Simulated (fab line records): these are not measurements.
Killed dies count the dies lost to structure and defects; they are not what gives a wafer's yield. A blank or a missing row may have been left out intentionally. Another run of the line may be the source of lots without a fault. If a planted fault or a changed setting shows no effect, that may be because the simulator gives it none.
Which tool did it? | flow n5 finfet | 72 wafers from 24 lots sampled at 6 of the route's 1938 steps

== WHAT EACH GAUGE READ, for each wafer ==
Not one reading of a measure or inspect step in the record can be checked against a usual standard deviation.

== WHICH TOOL RAN EACH LOT (tool, then ch and the chambers of the sampled wafers, then the start) ==
lot  | N5_BEOL_M3_DEGAS_44          | N5_BEOL_M3_SPUTTER_96        | N5_BEOL_M4_PECVD_72             | N5_BEOL_M4_ETCH_69                 | N5_BEOL_M4_PRE_CLEAN_45      | N5_BEOL_M4_SPUTTER_48
L074 | pvd sputter-02, day 6 23:23  | pvd sputter-01, day 7 01:50  | pecvd-02 ch 0,1, day 7 03:04    | rie diel-02 ch 0,1,2, day 7 06:46  | pvd sputter-02, day 7 08:43  | pvd sputter-01, day 7 09:20
L075 | pvd sputter-01, day 7 08:53  | pvd sputter-01, day 7 12:58  | pecvd-03 ch 0,2, day 7 14:11    | rie diel-01 ch 0,1, day 7 17:01    | pvd sputter-01, day 7 22:04  | pvd sputter-03, day 7 23:44
L078 | pvd sputter-01, day 8 00:49  | pvd sputter-01, day 8 03:23  | pecvd-02 ch 0,1,2, day 8 04:35  | rie diel-01 ch 0,1,2, day 8 06:57  | pvd sputter-02, day 8 08:10  | pvd sputter-02, day 8 08:43
L076 | pvd sputter-01, day 8 01:32  | pvd sputter-02, day 8 04:23  | pecvd-01 ch 0,1, day 8 05:36    | rie diel-02 ch 0,2,3, day 8 07:36  | pvd sputter-03, day 8 08:46  | pvd sputter-02, day 8 10:38
L077 | pvd sputter-03, day 8 01:59  | pvd sputter-03, day 8 04:29  | pecvd-01 ch 1,2, day 8 05:43    | rie diel-02 ch 1,2,3, day 8 07:56  | pvd sputter-01, day 8 08:53  | pvd sputter-03, day 8 10:53
L079 | pvd sputter-02, day 8 05:11  | pvd sputter-01, day 8 07:42  | pecvd-02 ch 0,2, day 8 08:55    | rie diel-06 ch 0,1,3, day 8 12:35  | pvd sputter-02, day 8 13:44  | pvd sputter-02, day 8 14:24
L080 | pvd sputter-03, day 8 15:02  | pvd sputter-03, day 8 17:38  | pecvd-01 ch 0,1, day 8 19:11    | rie diel-06 ch 1,2, day 8 21:59    | pvd sputter-02, day 9 02:19  | pvd sputter-02, day 9 03:03
L081 | pvd sputter-02, day 9 02:34  | pvd sputter-03, day 9 05:26  | pecvd-02 ch 1,2, day 9 06:41    | rie diel-01 ch 1,2, day 9 08:30    | pvd sputter-03, day 9 11:49  | pvd sputter-02, day 9 12:25
L083 | pvd sputter-03, day 9 06:05  | pvd sputter-02, day 9 08:28  | pecvd-01 ch 0,2, day 9 09:42    | rie diel-01 ch 2,3, day 9 11:32    | pvd sputter-01, day 9 12:46  | pvd sputter-02, day 9 14:15
L082 | pvd sputter-03, day 9 06:15  | pvd sputter-01, day 9 08:47  | pecvd-01 ch 0,1, day 9 10:02    | rie diel-01 ch 1,2, day 9 13:07    | pvd sputter-02, day 9 16:23  | pvd sputter-03, day 9 17:07
L084 | pvd sputter-03, day 9 12:34  | pvd sputter-01, day 9 15:19  | pecvd-02 ch 0,1,2, day 9 16:33  | rie diel-01 ch 1,2,3, day 9 18:20  | pvd sputter-03, day 9 19:17  | pvd sputter-02, day 9 21:16
L085 | pvd sputter-03, day 10 07:35 | pvd sputter-03, day 10 10:04 | pecvd-03 ch 0,2, day 10 11:19   | rie diel-01 ch 1,3, day 10 16:36   | pvd sputter-02, day 10 17:43 | pvd sputter-02, day 10 18:22
L086 | pvd sputter-01, day 10 08:00 | pvd sputter-01, day 10 12:07 | pecvd-03 ch 0,1,2, day 10 13:24 | rie diel-02 ch 2,3, day 10 18:25   | pvd sputter-02, day 10 20:52 | pvd sputter-03, day 10 21:25
L087 | pvd sputter-02, day 10 11:25 | pvd sputter-02, day 10 13:51 | pecvd-03 ch 0,1,2, day 10 15:07 | rie diel-02 ch 0,2,3, day 10 18:32 | pvd sputter-02, day 10 20:57 | pvd sputter-01, day 10 23:16
L088 | pvd sputter-02, day 10 18:11 | pvd sputter-01, day 10 21:18 | pecvd-01 ch 0,1, day 10 23:11   | rie diel-06 ch 1,2, day 11 01:23   | pvd sputter-01, day 11 02:50 | pvd sputter-01, day 11 03:37
L089 | pvd sputter-03, day 10 20:44 | pvd sputter-01, day 10 23:11 | pecvd-01 ch 1,2, day 11 00:24   | rie diel-01 ch 0,2,3, day 11 02:34 | pvd sputter-01, day 11 03:28 | pvd sputter-02, day 11 05:40
L090 | pvd sputter-03, day 10 23:54 | pvd sputter-02, day 11 02:17 | pecvd-01 ch 1,2, day 11 03:30   | rie diel-01 ch 0,1,2, day 11 07:13 | pvd sputter-01, day 11 17:23 | pvd sputter-01, day 11 19:55
L092 | pvd sputter-03, day 11 13:23 | pvd sputter-02, day 11 15:50 | pecvd-01 ch 0,1, day 11 17:23   | rie diel-06 ch 0,3, day 11 21:47   | pvd sputter-01, day 12 00:58 | pvd sputter-02, day 12 01:34
L091 | pvd sputter-01, day 11 16:56 | pvd sputter-01, day 11 19:23 | pecvd-01 ch 0,2, day 11 20:35   | rie diel-06 ch 1,3, day 11 23:09   | pvd sputter-01, day 12 01:28 | pvd sputter-01, day 12 02:07
L093 | pvd sputter-02, day 11 23:55 | pvd sputter-03, day 12 02:34 | pecvd-03 ch 0,1,2, day 12 03:49 | rie diel-02 ch 0,1,2, day 12 05:59 | pvd sputter-01, day 12 08:16 | pvd sputter-03, day 12 08:50
L095 | pvd sputter-01, day 12 08:44 | pvd sputter-02, day 12 11:51 | pecvd-02 ch 0,1,2, day 12 13:05 | rie diel-01 ch 0,1,2, day 12 17:56 | pvd sputter-02, day 12 20:28 | pvd sputter-02, day 12 21:10
L094 | pvd sputter-03, day 12 17:37 | pvd sputter-01, day 12 19:56 | pecvd-02 ch 0,1, day 12 21:09   | rie diel-02 ch 0,1,3, day 12 23:32 | pvd sputter-01, day 13 02:50 | pvd sputter-01, day 13 03:28
L096 | pvd sputter-01, day 12 17:59 | pvd sputter-02, day 12 20:21 | pecvd-01 ch 1,2, day 12 21:34   | rie diel-06 ch 0,3, day 13 00:26   | pvd sputter-03, day 13 03:17 | pvd sputter-01, day 13 05:37
L097 | pvd sputter-01, day 12 18:06 | pvd sputter-03, day 12 20:38 | pecvd-02 ch 0,1,2, day 12 21:52 | rie diel-01 ch 0,1,3, day 13 00:41 | pvd sputter-01, day 13 22:40 | pvd sputter-03, day 13 23:39
- N5_BEOL_M3_DEGAS_44: time 60 s.
- N5_BEOL_M3_SPUTTER_96: material Cu, target thk 4.5 nm, time 8.29 s.
- N5_BEOL_M4_PECVD_72: deposits SiO2 from TEOS/O2, target thk 16 nm, time 18 s.
- N5_BEOL_M4_ETCH_69: etches SiARC in CF4, target depth 15.6 nm, time 26 s.
- N5_BEOL_M4_PRE_CLEAN_45: time 30 s.
- N5_BEOL_M4_SPUTTER_48: material Cu, target thk 4.5 nm, time 8.29 s.

== WHAT THE TOOLS THEMSELVES READ (means of the sampled wafers that have a number; where no wafer has one, the mark that the record gives instead) ==
N5_BEOL_M3_DEGAS_44.
lot  | tool           | heater power w (W)
L074 | pvd sputter-02 | 319
L075 | pvd sputter-01 | 307
L078 | pvd sputter-01 | 307
L076 | pvd sputter-01 | 299
L077 | pvd sputter-03 | 329
L079 | pvd sputter-02 | 330
L080 | pvd sputter-03 | 324
L081 | pvd sputter-02 | 321
L083 | pvd sputter-03 | 330
L082 | pvd sputter-03 | 322
L084 | pvd sputter-03 | 322
L085 | pvd sputter-03 | 330
L086 | pvd sputter-01 | 293
L087 | pvd sputter-02 | 289
L088 | pvd sputter-02 | 292
L089 | pvd sputter-03 | 315
L090 | pvd sputter-03 | 317
L092 | pvd sputter-03 | 317
L091 | pvd sputter-01 | 287
L093 | pvd sputter-02 | 324
L095 | pvd sputter-01 | 313
L094 | pvd sputter-03 | 331
L096 | pvd sputter-01 | 298
L097 | pvd sputter-01 | 288

N5_BEOL_M3_SPUTTER_96.
lot  | tool           | chamber pressure pa (Pa) | chuck sensor temp C (C) | throttle valve pct (%)
L074 | pvd sputter-01 | 0.07010                  | -16.2                   | 30.0
L075 | pvd sputter-01 | 0.07001                  | -16.4                   | 30.1
L078 | pvd sputter-01 | 0.07003                  | -16.6                   | 29.9
L076 | pvd sputter-02 | 0.06984                  | -16.0                   | 30.3
L077 | pvd sputter-03 | 0.07002                  | -15.9                   | 29.9
L079 | pvd sputter-01 | 0.06992                  | -16.3                   | 30.1
L080 | pvd sputter-03 | 0.06990                  | -16.0                   | 30.1
L081 | pvd sputter-03 | 0.06995                  | -15.8                   | 30.4
L083 | pvd sputter-02 | 0.07003                  | -16.2                   | 30.5
L082 | pvd sputter-01 | 0.06989                  | -15.9                   | 30.5
L084 | pvd sputter-01 | 0.07000                  | -16.3                   | 29.9
L085 | pvd sputter-03 | 0.07010                  | -16.3                   | 29.7
L086 | pvd sputter-01 | 0.06992                  | -16.4                   | 30.3
L087 | pvd sputter-02 | 0.06993                  | -16.1                   | 29.3
L088 | pvd sputter-01 | 0.06982                  | -16.5                   | 29.9
L089 | pvd sputter-01 | 0.07003                  | -16.4                   | 30.0
L090 | pvd sputter-02 | 0.06999                  | -16.2                   | 30.3
L092 | pvd sputter-02 | 0.06999                  | -16.1                   | 30.5
L091 | pvd sputter-01 | 0.06982                  | -16.5                   | 29.8
L093 | pvd sputter-03 | 0.06989                  | -15.8                   | 30.1
L095 | pvd sputter-02 | 0.06997                  | -16.2                   | 30.3
L094 | pvd sputter-01 | 0.07001                  | -16.5                   | 29.9
L096 | pvd sputter-02 | 0.06997                  | -16.0                   | 29.8
L097 | pvd sputter-03 | 0.06991                  | -15.9                   | 30.7

N5_BEOL_M4_PECVD_72.
lot  | tool     | heater power w (W) | showerhead plenum p Torr (Torr) | showerhead vpp V (V) | throttle valve pct (%)
L074 | pecvd-02 | 779                | 8.80                            | 1393                 | 23.1
L075 | pecvd-03 | 705                | 8.89                            | 1320                 | 23.1
L078 | pecvd-02 | 706                | 8.77                            | 1352                 | 22.8
L076 | pecvd-01 | 763                | 8.74                            | 1212                 | 23.7
L077 | pecvd-01 | 636                | 8.75                            | 1315                 | 21.7
L079 | pecvd-02 | 668                | 8.76                            | 1318                 | 22.0
L080 | pecvd-01 | 729                | 8.75                            | 1213                 | 23.7
L081 | pecvd-02 | 759                | 8.78                            | 1318                 | 22.6
L083 | pecvd-01 | 716                | 8.75                            | 1334                 | 21.0
L082 | pecvd-01 | 701                | 8.74                            | 1209                 | 23.7
L084 | pecvd-02 | 750                | 8.78                            | 1364                 | 22.8
L085 | pecvd-03 | 642                | 8.86                            | 1333                 | 22.5
L086 | pecvd-03 | 742                | 8.84                            | 1303                 | 23.2
L087 | pecvd-03 | 773                | 8.85                            | 1295                 | 23.2
L088 | pecvd-01 | 699                | 8.75                            | 1232                 | 23.1
L089 | pecvd-01 | 722                | 8.75                            | 1252                 | 22.9
L090 | pecvd-01 | 687                | 8.74                            | 1326                 | 21.7
L092 | pecvd-01 | 733                | 8.75                            | 1234                 | 23.2
L091 | pecvd-01 | 664                | 8.78                            | 1299                 | 21.6
L093 | pecvd-03 | 737                | 8.83                            | 1289                 | 23.3
L095 | pecvd-02 | 721                | 8.78                            | 1343                 | 22.7
L094 | pecvd-02 | 826                | 8.80                            | 1395                 | 23.3
L096 | pecvd-01 | 679                | 8.74                            | 1338                 | 21.8
L097 | pecvd-02 | 745                | 8.76                            | 1350                 | 22.8

N5_BEOL_M4_ETCH_69.
lot  | tool        | chamber pressure mTorr (mTorr) | drypump motor current A (A) | etch rf on time s (s) | oes product au (a.u.) | rf vpp V (V) | showerhead plenum p Torr (Torr) | throttle valve pct (%)
L074 | rie diel-02 | 40.01                          | 5.8                         | 25.3                  | 0.75                  | 185.0        | 2.19                            | 15.47
L075 | rie diel-01 | 40.01                          | 4.9                         | 26.5                  | 0.62                  | 184.2        | 2.07                            | 15.83
L078 | rie diel-01 | 40.01                          | 5.3                         | 26.4                  | 0.68                  | 183.9        | 2.12                            | 15.66
L076 | rie diel-02 | 39.96                          | 5.8                         | 25.4                  | 0.80                  | 185.1        | 2.20                            | 15.48
L077 | rie diel-02 | 40.01                          | 6.1                         | 25.6                  | 0.77                  | 184.0        | 2.13                            | 15.49
L079 | rie diel-06 | 40.01                          | 5.8                         | 24.6                  | 0.75                  | 184.0        | 2.14                            | 15.45
L080 | rie diel-06 | 39.98                          | 6.1                         | 25.0                  | 0.74                  | 184.4        | 2.13                            | 15.56
L081 | rie diel-01 | 39.99                          | 5.8                         | 26.1                  | 0.74                  | 184.6        | 2.14                            | 15.62
L083 | rie diel-01 | 39.97                          | 5.6                         | 26.1                  | 0.76                  | 183.3        | 2.13                            | 15.41
L082 | rie diel-01 | 40.02                          | 5.8                         | 26.1                  | 0.73                  | 184.5        | 2.14                            | 15.63
L084 | rie diel-01 | 40.01                          | 5.5                         | 26.4                  | 0.71                  | 183.4        | 2.11                            | 15.62
L085 | rie diel-01 | 39.95                          | 5.3                         | 26.5                  | 0.69                  | 182.7        | 2.07                            | 15.63
L086 | rie diel-02 | 40.03                          | 5.9                         | 25.4                  | 0.75                  | 184.6        | 2.16                            | 15.52
L087 | rie diel-02 | 40.00                          | 5.8                         | 25.5                  | 0.75                  | 185.7        | 2.19                            | 15.52
L088 | rie diel-06 | 40.01                          | 6.0                         | 24.8                  | 0.72                  | 183.6        | 2.13                            | 15.59
L089 | rie diel-01 | 39.98                          | 5.4                         | 26.1                  | 0.70                  | 184.1        | 2.13                            | 15.51
L090 | rie diel-01 | 40.02                          | 5.3                         | 26.4                  | 0.65                  | 183.6        | 2.11                            | 15.71
L092 | rie diel-06 | 39.99                          | 5.6                         | 24.4                  | 0.69                  | 182.9        | 2.12                            | 15.61
L091 | rie diel-06 | 40.00                          | 6.1                         | 24.9                  | 0.74                  | 182.8        | 2.08                            | 15.48
L093 | rie diel-02 | 40.03                          | 5.9                         | 25.3                  | 0.70                  | 184.2        | 2.17                            | 15.55
L095 | rie diel-01 | 40.00                          | 5.3                         | 26.5                  | 0.64                  | 184.2        | 2.10                            | 15.74
L094 | rie diel-02 | 40.01                          | 6.0                         | 25.7                  | 0.70                  | 184.0        | 2.14                            | 15.57
L096 | rie diel-06 | 39.95                          | 5.7                         | 24.6                  | 0.69                  | 184.2        | 2.19                            | 15.54
L097 | rie diel-01 | 40.00                          | 5.0                         | 26.2                  | 0.63                  | 183.4        | 2.07                            | 15.72

N5_BEOL_M4_PRE_CLEAN_45.
lot  | tool           | heater power w (W)
L074 | pvd sputter-02 | 324
L075 | pvd sputter-01 | 299
L078 | pvd sputter-02 | 360
L076 | pvd sputter-03 | 318
L077 | pvd sputter-01 | 301
L079 | pvd sputter-02 | 320
L080 | pvd sputter-02 | 343
L081 | pvd sputter-03 | 327
L083 | pvd sputter-01 | 312
L082 | pvd sputter-02 | 316
L084 | pvd sputter-03 | 324
L085 | pvd sputter-02 | 331
L086 | pvd sputter-02 | 325
L087 | pvd sputter-02 | 303
L088 | pvd sputter-01 | 288
L089 | pvd sputter-01 | 285
L090 | pvd sputter-01 | 287
L092 | pvd sputter-01 | 283
L091 | pvd sputter-01 | 281
L093 | pvd sputter-01 | 307
L095 | pvd sputter-02 | 294
L094 | pvd sputter-01 | 278
L096 | pvd sputter-03 | 314
L097 | pvd sputter-01 | 310

N5_BEOL_M4_SPUTTER_48.
lot  | tool           | chamber pressure pa (Pa) | chuck sensor temp C (C) | throttle valve pct (%)
L074 | pvd sputter-01 | 0.06981                  | -16.3                   | 29.9
L075 | pvd sputter-03 | 0.06996                  | -15.9                   | 29.7
L078 | pvd sputter-02 | 0.07007                  | -15.9                   | 29.5
L076 | pvd sputter-02 | 0.06992                  | -15.9                   | 29.3
L077 | pvd sputter-03 | 0.06999                  | -15.8                   | 30.3
L079 | pvd sputter-02 | 0.06992                  | -15.8                   | 29.7
L080 | pvd sputter-02 | 0.06993                  | -16.1                   | 30.5
L081 | pvd sputter-02 | 0.07003                  | -16.3                   | 29.9
L083 | pvd sputter-02 | 0.06994                  | -16.0                   | 29.6
L082 | pvd sputter-03 | 0.07001                  | -15.7                   | 30.3
L084 | pvd sputter-02 | 0.07012                  | -16.1                   | 30.0
L085 | pvd sputter-02 | 0.07005                  | -16.0                   | 30.2
L086 | pvd sputter-03 | 0.07002                  | -15.9                   | 30.6
L087 | pvd sputter-01 | 0.06997                  | -16.5                   | 29.9
L088 | pvd sputter-01 | 0.07000                  | -16.1                   | 30.2
L089 | pvd sputter-02 | 0.07004                  | -15.9                   | 30.4
L090 | pvd sputter-01 | 0.07007                  | -16.5                   | 30.0
L092 | pvd sputter-02 | 0.07009                  | -16.0                   | 30.4
L091 | pvd sputter-01 | 0.06985                  | -16.3                   | 30.0
L093 | pvd sputter-03 | 0.07004                  | -15.9                   | 29.8
L095 | pvd sputter-02 | 0.06988                  | -16.0                   | 29.6
L094 | pvd sputter-01 | 0.06993                  | -16.3                   | 30.2
L096 | pvd sputter-01 | 0.07008                  | -16.6                   | 29.8
L097 | pvd sputter-03 | 0.07007                  | -16.2                   | 29.4

== THE ANSWER, worked out from the rows above alone ==
Rule: usual is defined by the lots themselves. Put in order of their means at a reading, lots are off if they are a third of the lots or fewer, leave a main group of 4 or more, and stand apart from it by a gap of 3 or more times the standard deviation of the main group's means; of several such gaps the widest counts. If all means in a main group match to the digits the tables above print for the reading, that group is not used. A lot without any number at a reading at which 4 lots or more have one is off too. Any other lot the step has rows for is counted as sound. First the gauges in route order, then the tools' own readings, where a lot's mean is used as printed above. The first step at which some lot is off is used, and at that step the reading that is off furthest; a lot without a number counts as furthest.
No lot is off at any reading shown: from this, nothing can be told.

== WHAT THE SIMULATOR PUT IN ==
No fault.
